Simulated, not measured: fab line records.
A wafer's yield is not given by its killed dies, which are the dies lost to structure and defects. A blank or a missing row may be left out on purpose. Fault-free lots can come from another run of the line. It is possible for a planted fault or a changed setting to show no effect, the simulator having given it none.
Chamber matching    flow n5 finfet    N5_HKMG_FIN_CMP_23 on cmp-02: 4 sister chambers
The step polishes, stops on SiNx, t overpolish 10 s, target thk 46.326 nm. 4 wafers are shown with their chamber, then 9 later ones without.

## WAFERS WITH THEIR CHAMBER
wafer   chamber  motor current A (A)
L093.3  1        10.7
L094.1  3        12.9
L094.3  2        11.6
L094.4  0        11.7

## WAFERS WITHOUT THEIR CHAMBER
wafer   motor current A (A)
L094.2  11.2
L094.5  12.2
L094.6  12.7
L096.4  12.1
L096.5  12.8
L096.6  10.8
L097.1  11.0
L097.2  12.4
L097.6  11.2

## WHICH CHAMBER EACH WENT THROUGH
wafer    from the rows above            in truth
L094.2   can't be placed: 2 or 0 or 1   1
L094.5   can't be placed: 0 or 2 or 3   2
L094.6   3                              3
L096.4   can't be placed: 0 or 2 or 3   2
L096.5   3                              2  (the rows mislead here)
L096.6   can't be placed: 1 or 2        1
L097.1   can't be placed: 1 or 2 or 0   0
L097.2   can't be placed: 3 or 0 or 2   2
L097.6   can't be placed: 2 or 0 or 1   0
Correct placement for 1 of the 9. These rows do not allow placing 7 (true chamber among the candidates in 7). Wrongly placed: 1.
How it was worked out, from the rows above alone: a wafer's distance from a chamber is the root of the sum, over the readings, of the square of ((its reading less the chamber's mean) divided by the reading's scatter). If the next closest chamber is less than 2 further off than the closest, the wafer can't be placed; otherwise it belongs to the closest. A chamber's mean is the mean of its shown wafers. The scatter: with one shown wafer a chamber, the root of the mean of the squares of how far each hidden wafer lies from its nearest shown one.
